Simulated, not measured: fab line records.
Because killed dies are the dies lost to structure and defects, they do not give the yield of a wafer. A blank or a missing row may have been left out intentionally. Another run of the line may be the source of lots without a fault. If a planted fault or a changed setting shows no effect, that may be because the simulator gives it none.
Which of the tools did it? + flow n5_finfet + Sampling: 22 lots, 66 wafers, 4 of 1938 route steps

## WHAT EACH GAUGE READ, for each wafer
N5_HKMG_FIN_INSPECT_61: inspects for defects (macro).
| lot  | measured    | on                | raw_defect_count |
|------|-------------|-------------------|------------------|
| L074 | day 4 03:52 | defect_inspect-02 | 4 1 1            |
| L076 | day 4 16:31 | defect_inspect-02 | 4 0 1            |
| L077 | day 4 23:58 | defect_inspect-01 | 2 1 2            |
| L078 | day 5 03:35 | defect_inspect-01 | 3 1 1            |
| L079 | day 5 07:18 | defect_inspect-01 | 1 2 0            |
| L080 | day 5 10:52 | defect_inspect-02 | 2 1 1            |
| L081 | day 5 21:11 | defect_inspect-01 | 2 0 3            |
| L082 | day 6 02:46 | defect_inspect-01 | 0 0 5            |
| L083 | day 6 09:56 | defect_inspect-02 | 4 4 6            |
| L085 | day 7 01:52 | defect_inspect-02 | 2 3 1            |
| L086 | day 7 06:00 | defect_inspect-02 | 2 5 0            |
| L087 | day 7 10:39 | defect_inspect-01 | 1 1 0            |
| L088 | day 7 13:43 | defect_inspect-01 | 1 5 1            |
| L089 | day 7 17:20 | defect_inspect-02 | 0 0 4            |
| L090 | day 7 22:33 | defect_inspect-01 | 1 0 2            |
| L091 | day 8 04:31 | defect_inspect-02 | 3 2 1            |
| L092 | day 8 17:01 | defect_inspect-02 | 1 1 4            |
| L093 | day 8 19:45 | defect_inspect-02 | 4 1 3            |
| L094 | day 9 01:13 | defect_inspect-02 | 2 1 2            |
| L095 | day 9 12:18 | defect_inspect-02 | 1 1 4            |
| L096 | day 9 17:35 | defect_inspect-02 | 3 7 2            |
| L097 | day 9 18:26 | defect_inspect-02 | 1 2 0            |

## WHICH TOOL RAN EACH LOT (tool, then ch and the chambers of the sampled wafers, then the start)
| lot  | N5_SDB_ETCH_17                    | N5_SDB_ETCH_18                    | N5_SDB_STRIP_21                   |
|------|-----------------------------------|-----------------------------------|-----------------------------------|
| L074 | rie_diel-05 ch 0,1,3, day 3 22:20 | rie_diel-05 ch 0,1,3, day 3 22:22 | rie_diel-05 ch 0,1,3, day 3 22:31 |
| L076 | rie_diel-05 ch 0,1,2, day 4 11:03 | rie_diel-05 ch 0,1,2, day 4 11:05 | rie_diel-05 ch 0,1,2, day 4 11:13 |
| L077 | rie_diel-02 ch 0,1,3, day 4 17:59 | rie_diel-02 ch 0,1,3, day 4 18:01 | rie_diel-02 ch 0,1,3, day 4 18:09 |
| L078 | rie_diel-02 ch 0,2, day 4 18:20   | rie_diel-02 ch 0,2, day 4 18:22   | rie_diel-02 ch 0,2, day 4 18:30   |
| L079 | rie_diel-04 ch 1,3, day 5 00:48   | rie_diel-04 ch 1,3, day 5 00:50   | rie_diel-04 ch 1,3, day 5 00:59   |
| L080 | rie_diel-02 ch 1,2,3, day 5 05:23 | rie_diel-02 ch 1,2,3, day 5 05:25 | rie_diel-02 ch 1,2,3, day 5 05:33 |
| L081 | rie_diel-04 ch 0,2,3, day 5 15:23 | rie_diel-04 ch 0,2,3, day 5 15:25 | rie_diel-04 ch 0,2,3, day 5 15:33 |
| L082 | rie_diel-05 ch 0,1,2, day 5 21:15 | rie_diel-05 ch 0,1,2, day 5 21:17 | rie_diel-05 ch 0,1,2, day 5 21:26 |
| L083 | rie_diel-02 ch 0,2,3, day 6 04:01 | rie_diel-02 ch 0,2,3, day 6 04:02 | rie_diel-02 ch 0,2,3, day 6 04:11 |
| L085 | rie_diel-02 ch 0,2,3, day 6 20:04 | rie_diel-02 ch 0,2,3, day 6 20:09 | rie_diel-02 ch 0,2,3, day 6 20:14 |
| L086 | rie_diel-05 ch 2,3, day 7 00:11   | rie_diel-05 ch 2,3, day 7 00:13   | rie_diel-05 ch 2,3, day 7 00:22   |
| L087 | rie_diel-05 ch 1,2,3, day 7 04:40 | rie_diel-05 ch 1,2,3, day 7 04:42 | rie_diel-05 ch 1,2,3, day 7 04:50 |
| L088 | rie_diel-02 ch 0,2,3, day 7 08:05 | rie_diel-02 ch 0,2,3, day 7 08:07 | rie_diel-02 ch 0,2,3, day 7 08:15 |
| L089 | rie_diel-02 ch 1,2,3, day 7 11:48 | rie_diel-02 ch 1,2,3, day 7 11:50 | rie_diel-02 ch 1,2,3, day 7 11:59 |
| L090 | rie_diel-02 ch 1,2,3, day 7 16:49 | rie_diel-02 ch 1,2,3, day 7 16:52 | rie_diel-02 ch 1,2,3, day 7 16:59 |
| L091 | rie_diel-02 ch 0,3, day 7 22:16   | rie_diel-02 ch 0,3, day 7 22:18   | rie_diel-02 ch 0,3, day 7 22:26   |
| L092 | rie_diel-05 ch 1,2,3, day 8 11:19 | rie_diel-05 ch 1,2,3, day 8 11:21 | rie_diel-05 ch 1,2,3, day 8 11:29 |
| L093 | rie_diel-04 ch 0,3, day 8 13:10   | rie_diel-04 ch 0,3, day 8 13:11   | rie_diel-04 ch 0,3, day 8 13:20   |
| L094 | rie_diel-02 ch 1,2,3, day 8 19:30 | rie_diel-02 ch 1,2,3, day 8 19:32 | rie_diel-02 ch 1,2,3, day 8 19:41 |
| L095 | rie_diel-05 ch 1,2, day 9 06:44   | rie_diel-05 ch 1,2, day 9 06:46   | rie_diel-05 ch 1,2, day 9 06:54   |
| L096 | rie_diel-02 ch 0,1,3, day 9 11:38 | rie_diel-02 ch 0,1,3, day 9 11:40 | rie_diel-02 ch 0,1,3, day 9 11:49 |
| L097 | rie_diel-05 ch 0,1,2, day 9 12:46 | rie_diel-05 ch 0,1,2, day 9 12:48 | rie_diel-05 ch 0,1,2, day 9 12:56 |
- N5_SDB_ETCH_17: etches SiARC in CF4, target depth 23.4 nm, time 39 s.
- N5_SDB_ETCH_18: etches SOC in N2/H2, target depth 100 nm, overetch 20 nm, time 150 s.
- N5_SDB_STRIP_21: strips in CF4.

## WHAT THE TOOLS THEMSELVES READ (means of the sampled wafers that have a number; where no wafer has one, the mark that the record gives instead)
N5_SDB_ETCH_17.
| lot  | tool        | drypump_motor_current_A (A) | etch_rf_on_time_s (s) | oes_product_au (a.u.) | rf_vpp_V (V) | showerhead_plenum_p_Torr (Torr) | throttle_valve_pct (%) |
|------|-------------|-----------------------------|-----------------------|-----------------------|--------------|---------------------------------|------------------------|
| L074 | rie_diel-05 | 5.6                         | 38.0                  | 0.63                  | 185.2        | 2.19                            | 15.80                  |
| L076 | rie_diel-05 | 5.5                         | 40.0                  | 0.64                  | 184.5        | 2.14                            | 15.58                  |
| L077 | rie_diel-02 | 6.2                         | 40.6                  | 0.59                  | 183.6        | 2.12                            | 15.44                  |
| L078 | rie_diel-02 | 5.7                         | 38.8                  | 0.61                  | 183.8        | 2.10                            | 15.69                  |
| L079 | rie_diel-04 | 5.9                         | 40.8                  | 0.58                  | 183.7        | 2.15                            | 15.52                  |
| L080 | rie_diel-02 | 6.0                         | 41.1                  | 0.58                  | 184.4        | 2.14                            | 15.57                  |
| L081 | rie_diel-04 | 5.7                         | 40.1                  | 0.64                  | 184.6        | 2.18                            | 15.67                  |
| L082 | rie_diel-05 | 5.6                         | 39.5                  | 0.62                  | 183.8        | 2.14                            | 15.61                  |
| L083 | rie_diel-02 | 6.1                         | 39.8                  | 0.60                  | 183.4        | 2.10                            | 15.55                  |
| L085 | rie_diel-02 | 6.1                         | 39.9                  | 0.59                  | 182.7        | 2.10                            | 15.55                  |
| L086 | rie_diel-05 | 5.5                         | 39.0                  | 0.70                  | 182.3        | 2.02                            | 15.56                  |
| L087 | rie_diel-05 | 5.7                         | 38.8                  | 0.70                  | 183.8        | 2.11                            | 15.64                  |
| L088 | rie_diel-02 | 6.1                         | 39.9                  | 0.59                  | 183.2        | 2.10                            | 15.58                  |
| L089 | rie_diel-02 | 6.0                         | 40.5                  | 0.66                  | 184.4        | 2.14                            | 15.44                  |
| L090 | rie_diel-02 | 6.0                         | 41.0                  | 0.66                  | 184.2        | 2.14                            | 15.44                  |
| L091 | rie_diel-02 | 6.4                         | 40.6                  | 0.59                  | 183.0        | 2.09                            | 15.41                  |
| L092 | rie_diel-05 | 5.7                         | 39.6                  | 0.68                  | 183.7        | 2.10                            | 15.68                  |
| L093 | rie_diel-04 | 5.8                         | 39.1                  | 0.75                  | 185.8        | 2.22                            | 15.46                  |
| L094 | rie_diel-02 | 6.0                         | 40.6                  | 0.64                  | 183.5        | 2.13                            | 15.46                  |
| L095 | rie_diel-05 | 5.9                         | 40.2                  | 0.63                  | 184.0        | 2.14                            | 15.68                  |
| L096 | rie_diel-02 | 6.2                         | 40.8                  | 0.64                  | 183.9        | 2.11                            | 15.35                  |
| L097 | rie_diel-05 | 5.5                         | 39.0                  | 0.69                  | 183.7        | 2.13                            | 15.49                  |

N5_SDB_ETCH_18.
| lot  | tool        | drypump_motor_current_A (A) | oes_product_au (a.u.) | rf_vpp_V (V) | showerhead_plenum_p_Torr (Torr) | throttle_valve_pct (%) |
|------|-------------|-----------------------------|-----------------------|--------------|---------------------------------|------------------------|
| L074 | rie_diel-05 | 5.6                         | 0.66                  | 525.5        | 2.60                            | 18.00                  |
| L076 | rie_diel-05 | 5.6                         | 0.68                  | 523.3        | 2.54                            | 17.75                  |
| L077 | rie_diel-02 | 6.2                         | 0.64                  | 523.4        | 2.54                            | 17.84                  |
| L078 | rie_diel-02 | 5.8                         | 0.64                  | 523.3        | 2.51                            | 17.97                  |
| L079 | rie_diel-04 | 5.9                         | 0.61                  | 524.5        | 2.53                            | 17.62                  |
| L080 | rie_diel-02 | 6.0                         | 0.63                  | 524.2        | 2.57                            | 17.98                  |
| L081 | rie_diel-04 | 5.7                         | 0.68                  | 525.3        | 2.58                            | 17.92                  |
| L082 | rie_diel-05 | 5.6                         | 0.66                  | 522.3        | 2.53                            | 17.78                  |
| L083 | rie_diel-02 | 6.1                         | 0.63                  | 522.0        | 2.50                            | 17.87                  |
| L085 | rie_diel-02 | 6.1                         | 0.63                  | 522.5        | 2.50                            | 17.88                  |
| L086 | rie_diel-05 | 5.5                         | 0.73                  | 519.9        | 2.39                            | 17.81                  |
| L087 | rie_diel-05 | 5.7                         | 0.73                  | 522.9        | 2.49                            | 17.84                  |
| L088 | rie_diel-02 | 6.1                         | 0.63                  | 522.3        | 2.50                            | 17.89                  |
| L089 | rie_diel-02 | 6.0                         | 0.72                  | 524.0        | 2.56                            | 17.86                  |
| L090 | rie_diel-02 | 6.0                         | 0.70                  | 523.9        | 2.56                            | 17.85                  |
| L091 | rie_diel-02 | 6.4                         | 0.63                  | 522.6        | 2.50                            | 17.79                  |
| L092 | rie_diel-05 | 5.7                         | 0.72                  | 522.2        | 2.49                            | 17.87                  |
| L093 | rie_diel-04 | 5.8                         | 0.79                  | 526.5        | 2.64                            | 17.69                  |
| L094 | rie_diel-02 | 6.0                         | 0.69                  | 523.7        | 2.55                            | 17.89                  |
| L095 | rie_diel-05 | 5.9                         | 0.67                  | 523.8        | 2.53                            | 17.82                  |
| L096 | rie_diel-02 | 6.2                         | 0.69                  | 522.9        | 2.52                            | 17.76                  |
| L097 | rie_diel-05 | 5.6                         | 0.71                  | 523.4        | 2.52                            | 17.65                  |

N5_SDB_STRIP_21.
| lot  | tool        | drypump_motor_current_A (A) | oes_product_au (a.u.) | rf_vpp_V (V) | showerhead_plenum_p_Torr (Torr) | throttle_valve_pct (%) |
|------|-------------|-----------------------------|-----------------------|--------------|---------------------------------|------------------------|
| L074 | rie_diel-05 | 5.6                         | 0.72                  | 272.6        | 1.83                            | 13.78                  |
| L076 | rie_diel-05 | 5.6                         | 0.75                  | 271.5        | 1.80                            | 13.57                  |
| L077 | rie_diel-02 | 6.2                         | 0.70                  | 271.6        | 1.77                            | 13.41                  |
| L078 | rie_diel-02 | 5.8                         | 0.70                  | 269.8        | 1.76                            | 13.69                  |
| L079 | rie_diel-04 | 5.9                         | 0.68                  | 270.7        | 1.80                            | 13.54                  |
| L080 | rie_diel-02 | 6.0                         | 0.70                  | 271.7        | 1.79                            | 13.57                  |
| L081 | rie_diel-04 | 5.7                         | 0.75                  | 271.8        | 1.83                            | 13.67                  |
| L082 | rie_diel-05 | 5.6                         | 0.73                  | 271.4        | 1.79                            | 13.61                  |
| L083 | rie_diel-02 | 6.1                         | 0.70                  | 270.0        | 1.75                            | 13.53                  |
| L085 | rie_diel-02 | 6.1                         | 0.70                  | 270.1        | 1.75                            | 13.53                  |
| L086 | rie_diel-05 | 5.5                         | 0.80                  | 268.5        | 1.70                            | 13.56                  |
| L087 | rie_diel-05 | 5.7                         | 0.81                  | 270.3        | 1.77                            | 13.62                  |
| L088 | rie_diel-02 | 6.1                         | 0.69                  | 269.9        | 1.75                            | 13.55                  |
| L089 | rie_diel-02 | 6.0                         | 0.79                  | 271.0        | 1.78                            | 13.41                  |
| L090 | rie_diel-02 | 6.0                         | 0.78                  | 271.2        | 1.78                            | 13.42                  |
| L091 | rie_diel-02 | 6.4                         | 0.69                  | 270.2        | 1.73                            | 13.36                  |
| L092 | rie_diel-05 | 5.7                         | 0.80                  | 270.3        | 1.77                            | 13.64                  |
| L093 | rie_diel-04 | 5.7                         | 0.88                  | 271.8        | 1.87                            | 13.45                  |
| L094 | rie_diel-02 | 6.0                         | 0.77                  | 270.7        | 1.78                            | 13.42                  |
| L095 | rie_diel-05 | 5.9                         | 0.74                  | 270.3        | 1.80                            | 13.70                  |
| L096 | rie_diel-02 | 6.2                         | 0.76                  | 270.1        | 1.76                            | 13.31                  |
| L097 | rie_diel-05 | 5.5                         | 0.79                  | 270.6        | 1.78                            | 13.48                  |

## THE ANSWER, worked out from the rows above alone
Rule: usual is defined by the lots themselves. Put in order of their means at a reading, lots are off if they are a third of the lots or fewer, leave a main group of 4 or more, and stand apart from it by a gap of 3 or more times the standard deviation of the main group's means; of several such gaps the widest counts. The tables above print the reading to a certain number of digits; a main group whose means all agree to those digits is not used. Also off: a lot with no number at a reading for which 4 or more lots have one. All remaining lots with rows at the step are treated as sound. After the gauges, taken in route order, come the tools' own readings; for these a lot's mean is taken, as printed above. At the first step where some lot is off, the reading lying furthest off is the one used; lots without a number count as furthest.
Nothing can be told from this: no lot is off at any reading shown.

## WHAT HAD BEEN PUT IN BY THE SIMULATOR
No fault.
